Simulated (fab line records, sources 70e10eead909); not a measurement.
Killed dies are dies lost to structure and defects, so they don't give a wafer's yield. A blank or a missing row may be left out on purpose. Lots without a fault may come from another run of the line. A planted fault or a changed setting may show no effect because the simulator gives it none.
Chamber matching | flow nand_harc | NHARC_A_WL_FILL_ALD_19 on ald_metal-04: 4 sister chambers
The step deposits TiN, target thk 2 nm, pulse time 3 s, ald cycles 100. 4 wafers are shown with their chamber, then 7 later ones without.

WAFERS WITH THEIR CHAMBER
wafer  | chamber | heater_power_w (W)
L074.4 | 0       | 1126
L082.5 | 1       | 1117
L085.1 | 3       | 1184
L085.2 | 2       | 1056

WAFERS WITHOUT THEIR CHAMBER
wafer  | heater_power_w (W)
L085.4 | 1122
L094.2 | 1123
L094.3 | 1209
L094.5 | 1193
L095.1 | 1104
L095.3 | 979
L095.6 | 1195

WHICH CHAMBER EACH WENT THROUGH
wafer  | from the rows above               | in truth
L085.4 | can't be placed: 0 or 1 or 3 or 2 | 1
L094.2 | can't be placed: 0 or 1 or 3      | 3
L094.3 | can't be placed: 3 or 0           | 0
L094.5 | can't be placed: 3 or 0           | 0
L095.1 | can't be placed: 1 or 0 or 2      | 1
L095.3 | can't be placed: 2 or 1           | 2
L095.6 | can't be placed: 3 or 0           | 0
Placed correctly: 0 of 7. Can't be placed from these rows: 7 (the true chamber is among the candidates in 7). Placed wrongly: 0.
How it was worked out, from the rows above alone: a wafer's distance from a chamber is the root of the sum, over the readings, of the square of ((its reading less the chamber's mean) divided by the reading's scatter). The wafer belongs to the nearest chamber; if the next one is less than 2 further off, it can't be placed. A chamber's mean is the mean of its shown wafers. The scatter: with one shown wafer a chamber, the root of the mean of the squares of how far each hidden wafer lies from its nearest shown one.
